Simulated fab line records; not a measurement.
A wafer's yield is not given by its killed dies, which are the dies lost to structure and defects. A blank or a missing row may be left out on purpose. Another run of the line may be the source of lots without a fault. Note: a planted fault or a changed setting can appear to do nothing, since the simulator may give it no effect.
Split-lot experiment / flow n5 finfet / 39 wafers read from 7 lots, route of 1938 steps

## SPLIT DETAILS
At N5_FIN_CUT_EXPOSE_05 (exposes mask FIN CUT), the setting dose mj was moved away from the recipe's 45.75 on 15 of the 39 wafers read, by -7.1% to +7.5%. The other wafers ran this setting at the recipe's value.

## FROM THE SPLIT TO THE READING: what the file shows between them, 2 steps
- N5_FIN_CUT_PEB_06: peb time 60 s
- N5_FIN_CUT_DEVELOP_07: develop time 30 s

## THE READING
At N5_FIN_CUT_CD_MEAS_08: cd nm in nanometres, against a target cd of 29.1 nm. Fault-free wafers of this fab line usually give 29.06 nm, standard deviation 0.22 nm.

wafer=L074.1; tool, chamber at the split=euv scanner-01, 0; dose mj as run=45.75; against the recipe=recipe; cd nm, nm=29.06; against lot-mates on the recipe=-
wafer=L074.2; tool, chamber at the split=euv scanner-01, 0; dose mj as run=45.75; against the recipe=recipe; cd nm, nm=29.01; against lot-mates on the recipe=-
wafer=L074.6; tool, chamber at the split=euv scanner-01, 0; dose mj as run=45.75; against the recipe=recipe; cd nm, nm=29.18; against lot-mates on the recipe=-
wafer=L075.1; tool, chamber at the split=euv scanner-01, 0; dose mj as run=45.75; against the recipe=recipe; cd nm, nm=29.07; against lot-mates on the recipe=-
wafer=L075.2; tool, chamber at the split=euv scanner-01, 0; dose mj as run=45.75; against the recipe=recipe; cd nm, nm=29.13; against lot-mates on the recipe=-
wafer=L075.3; tool, chamber at the split=euv scanner-01, 0; dose mj as run=45.75; against the recipe=recipe; cd nm, nm=29.16; against lot-mates on the recipe=-
wafer=L075.4; tool, chamber at the split=euv scanner-01, 0; dose mj as run=45.75; against the recipe=recipe; cd nm, nm=29.39; against lot-mates on the recipe=-
wafer=L075.5; tool, chamber at the split=euv scanner-01, 0; dose mj as run=45.75; against the recipe=recipe; cd nm, nm=28.92; against lot-mates on the recipe=-
wafer=L075.6; tool, chamber at the split=euv scanner-01, 0; dose mj as run=45.75; against the recipe=recipe; cd nm, nm=29.19; against lot-mates on the recipe=-
wafer=L083.1; tool, chamber at the split=euv scanner-01, 0; dose mj as run=45.75; against the recipe=recipe; cd nm, nm=29.09; against lot-mates on the recipe=-
wafer=L083.2; tool, chamber at the split=euv scanner-01, 0; dose mj as run=49.17; against the recipe=+7.5%; cd nm, nm=30.40; against lot-mates on the recipe=+1.44
wafer=L083.3; tool, chamber at the split=euv scanner-01, 0; dose mj as run=45.75; against the recipe=recipe; cd nm, nm=29.09; against lot-mates on the recipe=-
wafer=L083.4; tool, chamber at the split=euv scanner-01, 0; dose mj as run=45.75; against the recipe=recipe; cd nm, nm=28.70; against lot-mates on the recipe=-
wafer=L083.5; tool, chamber at the split=euv scanner-01, 0; dose mj as run=49.17; against the recipe=+7.5%; cd nm, nm=30.16; against lot-mates on the recipe=+1.20
wafer=L083.6; tool, chamber at the split=euv scanner-01, 0; dose mj as run=49.17; against the recipe=+7.5%; cd nm, nm=30.58; against lot-mates on the recipe=+1.62
wafer=L084.1; tool, chamber at the split=euv scanner-01, 0; dose mj as run=43.3; against the recipe=-5.4%; cd nm, nm=28.32; against lot-mates on the recipe=-0.84
wafer=L084.2; tool, chamber at the split=euv scanner-01, 0; dose mj as run=45.75; against the recipe=recipe; cd nm, nm=29.27; against lot-mates on the recipe=-
wafer=L084.3; tool, chamber at the split=euv scanner-01, 0; dose mj as run=45.75; against the recipe=recipe; cd nm, nm=29.38; against lot-mates on the recipe=-
wafer=L084.4; tool, chamber at the split=euv scanner-01, 0; dose mj as run=43.3; against the recipe=-5.4%; cd nm, nm=28.42; against lot-mates on the recipe=-0.74
wafer=L084.5; tool, chamber at the split=euv scanner-01, 0; dose mj as run=43.3; against the recipe=-5.4%; cd nm, nm=28.08; against lot-mates on the recipe=-1.08
wafer=L084.6; tool, chamber at the split=euv scanner-01, 0; dose mj as run=45.75; against the recipe=recipe; cd nm, nm=28.83; against lot-mates on the recipe=-
wafer=L085.1; tool, chamber at the split=euv scanner-01, 0; dose mj as run=47.6; against the recipe=+4.0%; cd nm, nm=29.70; against lot-mates on the recipe=+0.56
wafer=L085.2; tool, chamber at the split=euv scanner-01, 0; dose mj as run=45.75; against the recipe=recipe; cd nm, nm=28.99; against lot-mates on the recipe=-
wafer=L085.3; tool, chamber at the split=euv scanner-01, 0; dose mj as run=47.6; against the recipe=+4.0%; cd nm, nm=29.75; against lot-mates on the recipe=+0.61
wafer=L085.4; tool, chamber at the split=euv scanner-01, 0; dose mj as run=47.6; against the recipe=+4.0%; cd nm, nm=29.96; against lot-mates on the recipe=+0.82
wafer=L085.5; tool, chamber at the split=euv scanner-01, 0; dose mj as run=45.75; against the recipe=recipe; cd nm, nm=29.06; against lot-mates on the recipe=-
wafer=L085.6; tool, chamber at the split=euv scanner-01, 0; dose mj as run=45.75; against the recipe=recipe; cd nm, nm=29.36; against lot-mates on the recipe=-
wafer=L087.1; tool, chamber at the split=euv scanner-01, 0; dose mj as run=45.75; against the recipe=recipe; cd nm, nm=29.15; against lot-mates on the recipe=-
wafer=L087.2; tool, chamber at the split=euv scanner-01, 0; dose mj as run=42.63; against the recipe=-6.8%; cd nm, nm=27.65; against lot-mates on the recipe=-1.28
wafer=L087.3; tool, chamber at the split=euv scanner-01, 0; dose mj as run=42.63; against the recipe=-6.8%; cd nm, nm=28.14; against lot-mates on the recipe=-0.79
wafer=L087.4; tool, chamber at the split=euv scanner-01, 0; dose mj as run=45.75; against the recipe=recipe; cd nm, nm=28.78; against lot-mates on the recipe=-
wafer=L087.5; tool, chamber at the split=euv scanner-01, 0; dose mj as run=42.63; against the recipe=-6.8%; cd nm, nm=27.65; against lot-mates on the recipe=-1.28
wafer=L087.6; tool, chamber at the split=euv scanner-01, 0; dose mj as run=45.75; against the recipe=recipe; cd nm, nm=28.85; against lot-mates on the recipe=-
wafer=L088.1; tool, chamber at the split=euv scanner-01, 0; dose mj as run=45.75; against the recipe=recipe; cd nm, nm=28.81; against lot-mates on the recipe=-
wafer=L088.2; tool, chamber at the split=euv scanner-01, 0; dose mj as run=42.51; against the recipe=-7.1%; cd nm, nm=27.75; against lot-mates on the recipe=-1.12
wafer=L088.3; tool, chamber at the split=euv scanner-01, 0; dose mj as run=42.51; against the recipe=-7.1%; cd nm, nm=27.80; against lot-mates on the recipe=-1.07
wafer=L088.4; tool, chamber at the split=euv scanner-01, 0; dose mj as run=45.75; against the recipe=recipe; cd nm, nm=28.71; against lot-mates on the recipe=-
wafer=L088.5; tool, chamber at the split=euv scanner-01, 0; dose mj as run=42.51; against the recipe=-7.1%; cd nm, nm=28.08; against lot-mates on the recipe=-0.79
wafer=L088.6; tool, chamber at the split=euv scanner-01, 0; dose mj as run=45.75; against the recipe=recipe; cd nm, nm=29.08; against lot-mates on the recipe=-

THE FIT
A straight line over all 39 wafers: cd nm changes by +0.172 nm for each +1% of dose mj; r = +0.96; the points scatter about the line by 0.2 nm.
The same after taking each lot's own level away (the mean of its wafers on the recipe; 39 wafers): +0.166 nm for each +1%; r = +0.96; scatter 0.18 nm.
According to that fit, moving dose mj by its largest amount changes the reading by 1.2 nm.
The lots' own levels span 28.867 to 29.160 nm, that is 1.3 times the standard deviation above.
The two slopes agree, so the slope changes little with the lot-to-lot level.
Check: for one of the wafers moved furthest among these (+7.5%), held out of the fit, the line's prediction against its lot-mates is +1.25 nm. It came out at +1.44 nm against them.

## THESE WAFERS: OTHER SPLITS
These wafers also went through other splits before the reading. Each is held against what the fit with the lots' levels taken away leaves over:
other split on the same wafers=N5_FIN_SAQP_MANDREL_ETCH_22 icp w; wafers away from the commonest value=9; r with cd nm (lot level and that fit taken away)=-0.15

## THE WHOLE CHAIN: every reading that the file lists as answering this split, in the file's order
step=N5_FIN_CUT_CD_MEAS_08; what it does=target cd 29.1 nm; reading=cd nm; change (the file's fit)=+0.165 nm for each +1% of the setting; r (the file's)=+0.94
step=N5_FIN_CUT_ETCH_30; what it does=etches underlayer in N2/H2, target depth 13 nm, time 10.4 s; reading=FIN_CUT.cd offset nm (the simulator's own value, which no gauge read); change (the file's fit)=+0.175 nm for each +1% of the setting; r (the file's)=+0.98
step=N5_FIN_CUT_ETCH_20; what it does=etches SiARC in CF4, target depth 26 nm, time 43.3 s; reading=FIN_CUT.cd offset nm (the simulator's own value, which no gauge read); change (the file's fit)=+0.177 nm for each +1% of the setting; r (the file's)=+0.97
step=N5_FIN_CUT_ETCH_21; what it does=etches SOC in N2/H2, target depth 219 nm, overetch 43.8 nm, time 523.5 s; reading=FIN_CUT.cd offset nm (the simulator's own value, which no gauge read); change (the file's fit)=+0.195 nm for each +1% of the setting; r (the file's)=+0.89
step=N5_FIN_CUT_CUT_ETCH_28; what it does=etches Si in HBr/Cl2/O2, target depth 6 nm, time 2.4 s; reading=FIN_CUT.cd offset nm (the simulator's own value, which no gauge read); change (the file's fit)=+0.193 nm for each +1% of the setting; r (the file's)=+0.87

## FILE'S OWN FIT
cd nm changes by +0.165 nm for each +1% of dose mj, r = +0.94.
